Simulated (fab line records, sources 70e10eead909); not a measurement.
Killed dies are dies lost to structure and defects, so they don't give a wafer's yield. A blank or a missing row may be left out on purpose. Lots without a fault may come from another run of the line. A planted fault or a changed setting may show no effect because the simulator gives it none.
A struck lot beside a sound one | flow nand_harc | 15 steps out of a route of 1302
Sound: wafers L243.1, L243.5, L243.6. Struck: wafer L250.3. (L250.1 of the same lot was not struck and is left out.) The cause comes at the end.
At each step with rows: each side's tool, then ch and its chambers, then its first start. Under that, the readings that differ: sound wafers | struck wafers | difference of the means | sigmas: that difference in standard deviations of wafers without a fault.
alike: readings whose means differ by less than 2 such deviations, and words and numbers that are the same on both sides. not compared: withheld readings, readings that some wafer has no value for, bounds like >300 that may hide the same value, and numbers for which the record gives no deviation and whose values overlap.
The two part at a step that has a row with sigmas, a row that says differs or no value, or rows on one side only. Numbers that don't overlap but have no deviation are shown without sigmas and don't part them. A reading that every wafer of one side lacks parts them only if that side has two wafers or more.

first, 4 steps without rows for these wafers: NHARC_P_CONTACT_EBR_08; NHARC_P_CONTACT_EXPOSE_09 (exposes mask P CA, target cd 90 nm); NHARC_P_CONTACT_PEB_10 (peb time 65 s); NHARC_P_CONTACT_DEVELOP_11 (develop time 35 s).
NHARC_P_CONTACT_CD_MEAS_12: target cd 90 nm.
  sound on cd_sem-03 ch 0, day 7 20:57; struck on cd_sem-03 ch 0, day 10 20:19
  reading    | sound          | struck | difference | sigmas
  cd_nm (nm) | 87.5 88.6 88.5 | 90.3   | +2.1       | +3
NHARC_P_CONTACT_OVL_MEAS_13:
  sound on overlay-01, day 7 21:02; struck on overlay-01, day 10 20:24
  alike: overlay_x_nm, overlay_y_nm
NHARC_P_CONTACT_INSPECT_14:
  sound on defect_inspect-01, day 7 21:04; struck on defect_inspect-01, day 10 20:26
  reading          | sound  | struck | difference | sigmas
  raw_defect_count | 8 5 10 | 1      | -7         | -3
NHARC_P_CONTACT_DESCUM_17: chemistry O2, time 3 s.
  sound on rie_diel-04 ch 0,1,2, day 7 21:10; struck on rie_diel-06 ch 2, day 10 20:31
  alike: drypump_motor_current_A, oes_product_au, rf_vpp_V, showerhead_plenum_p_Torr, throttle_valve_pct
  not compared: rf_hours_counter_h
NHARC_P_CONTACT_ETCH_35: etches the open film in CF4, target depth 39 nm, time 65 s.
  sound on rie_diel-04 ch 1,2,3, day 7 21:14; struck on rie_diel-06 ch 0, day 10 20:35
  alike: drypump_motor_current_A, oes_product_au, rf_vpp_V, run_length_s, showerhead_plenum_p_Torr, throttle_valve_pct
  not compared: rf_hours_counter_h
NHARC_P_CONTACT_ETCH_36: etches the open film in N2/H2, target depth 260 nm, time 406.25 s.
  sound on rie_diel-04 ch 0,3; struck on rie_diel-06 ch 0
  alike: drypump_motor_current_A, oes_product_au, rf_vpp_V, run_length_s, showerhead_plenum_p_Torr, throttle_valve_pct
  not compared: rf_hours_counter_h
NHARC_P_CONTACT_ETCH_18: etches the open film in C4F8/O2/Ar, target depth 481 nm, time 240.5 s.
  sound on rie_diel-04 ch 2,3; struck on rie_diel-06 ch 0
  reading               | sound             | struck | difference | sigmas
  oes_product_au (a.u.) | 0.954 0.966 0.954 | 0.915  | -0.043     | -2
  alike: rf_vpp_V, run_length_s
  not compared: rf_hours_counter_h
then, 1 step without rows for these wafers: NHARC_P_CONTACT_STRIP_37 (strips in C4F8/O2/Ar).
NHARC_P_CONTACT_ETCH_31: etches the open film in CH3F/O2, target depth 30 nm, time 85.7 s.
  sound on rie_diel-04 ch 0,1,2, day 7 21:54; struck on rie_diel-06 ch 0, day 10 21:38
  reading                | sound                | struck | difference | sigmas
  oes_product_au (a.u.)  | 0.992 0.969 0.976    | 0.948  | -0.031     | -2
  run_length_s (s)       | 107.2 107.4 107.2    | 73.3   | -34.0      | -64
  throttle_valve_pct (%) | 20.672 20.664 20.664 | 20.687 | +0.020     | +2
  alike: drypump_motor_current_A, rf_vpp_V, showerhead_plenum_p_Torr
  not compared: rf_hours_counter_h
NHARC_P_CONTACT_CD_MEAS_19:
  sound on cd_sem-01, day 7 22:00; struck on cd_sem-01, day 10 21:45
  alike: cd_nm
-- the record jumps here: 18 days lie between the struck wafers' starts before and after (it left off in module P_CONTACT and takes up again in module END, whose first step shown is number 1302 of the route) --
NHARC_END_SORT_01:
  sound on prober-01 ch 0, day 26 05:33; struck on prober-02 ch 0, day 28 23:11
  reading             | sound       | struck | difference | sigmas
  killed_at_array     | 96 102 101  | 35     | -65        | -2
  killed_at_periphery | 4 5 4       | 0      | -4         | -2
  killed_dies         | 102 108 107 | 36     | -70        | -2
  alike: killed_at_other, killed_open, killed_short

WHERE THEY PART
First at NHARC_P_CONTACT_CD_MEAS_12; last, within this record, at NHARC_END_SORT_01.

WHY: what the simulator had put in
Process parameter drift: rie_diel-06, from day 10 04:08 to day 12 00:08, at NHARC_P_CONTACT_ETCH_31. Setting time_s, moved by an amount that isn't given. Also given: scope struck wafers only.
